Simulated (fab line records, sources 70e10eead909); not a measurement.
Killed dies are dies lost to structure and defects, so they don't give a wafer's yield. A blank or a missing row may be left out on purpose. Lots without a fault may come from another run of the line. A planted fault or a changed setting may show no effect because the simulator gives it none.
Chamber matching | flow nand_harc | NHARC_A_BONDPAD_CMP_29 on cmp-03: 4 sister chambers
The step polishes SiCN, target thk 200 nm. 22 wafers are shown with their chamber, then 11 later ones without.

WAFERS WITH THEIR CHAMBER
wafer  | chamber | motor_current_A (A)
L074.1 | 3       | 13.5
L074.5 | 1       | 12.4
L074.6 | 2       | 12.9
L076.1 | 1       | 12.8
L076.3 | 3       | 13.6
L076.4 | 0       | 12.3
L083.3 | 2       | 13.3
L083.5 | 1       | 12.6
L083.6 | 2       | 13.7
L084.1 | 0       | 11.4
L084.3 | 2       | 12.7
L084.5 | 1       | 12.8
L080.1 | 1       | 12.7
L080.2 | 0       | 11.1
L080.4 | 3       | 14.0
L081.2 | 1       | 12.0
L081.3 | 2       | 12.8
L081.4 | 3       | 13.3
L089.2 | 3       | 13.6
L089.3 | 2       | 14.0
L089.6 | 2       | 13.2
L087.4 | 2       | 13.3

SIGNATURES (means of the wafers above)
reading         | chamber 0 | chamber 1 | chamber 2 | chamber 3 | scatter within a chamber
motor_current_A | 11.600    | 12.550    | 13.238    | 13.600    | 0.402
Rule: a wafer's distance from a chamber is the root of the sum, over the readings, of the square of ((its reading less the chamber's mean) divided by the reading's scatter). The wafer belongs to the nearest chamber; if the next one is less than 2 further off, it can't be placed. The scatter: the root of (the sum of the squares of (reading less its chamber's mean) over the shown wafers, divided by (wafers less chambers)).

WAFERS WITHOUT THEIR CHAMBER
wafer  | motor_current_A (A)
L087.5 | 13.7
L087.6 | 12.1
L092.2 | 12.1
L092.5 | 12.8
L092.6 | 12.8
L097.3 | 13.4
L097.4 | 13.3
L097.6 | 12.4
L095.1 | 13.3
L095.2 | 13.9
L095.6 | 12.8

WHICH CHAMBER EACH WENT THROUGH
wafer  | from the rows above          | in truth
L087.5 | can't be placed: 3 or 2      | 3
L087.6 | can't be placed: 1 or 0 or 2 | 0
L092.2 | can't be placed: 1 or 0 or 2 | 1
L092.5 | can't be placed: 1 or 2 or 3 | 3
L092.6 | can't be placed: 1 or 2 or 3 | 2
L097.3 | can't be placed: 2 or 3 or 1 | 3
L097.4 | can't be placed: 2 or 3 or 1 | 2
L097.6 | can't be placed: 1 or 0 or 2 | 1
L095.1 | can't be placed: 2 or 3 or 1 | 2
L095.2 | can't be placed: 3 or 2      | 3
L095.6 | can't be placed: 1 or 2 or 3 | 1
Placed correctly: 0 of 11. Can't be placed from these rows: 11 (the true chamber is among the candidates in 11). Placed wrongly: 0.
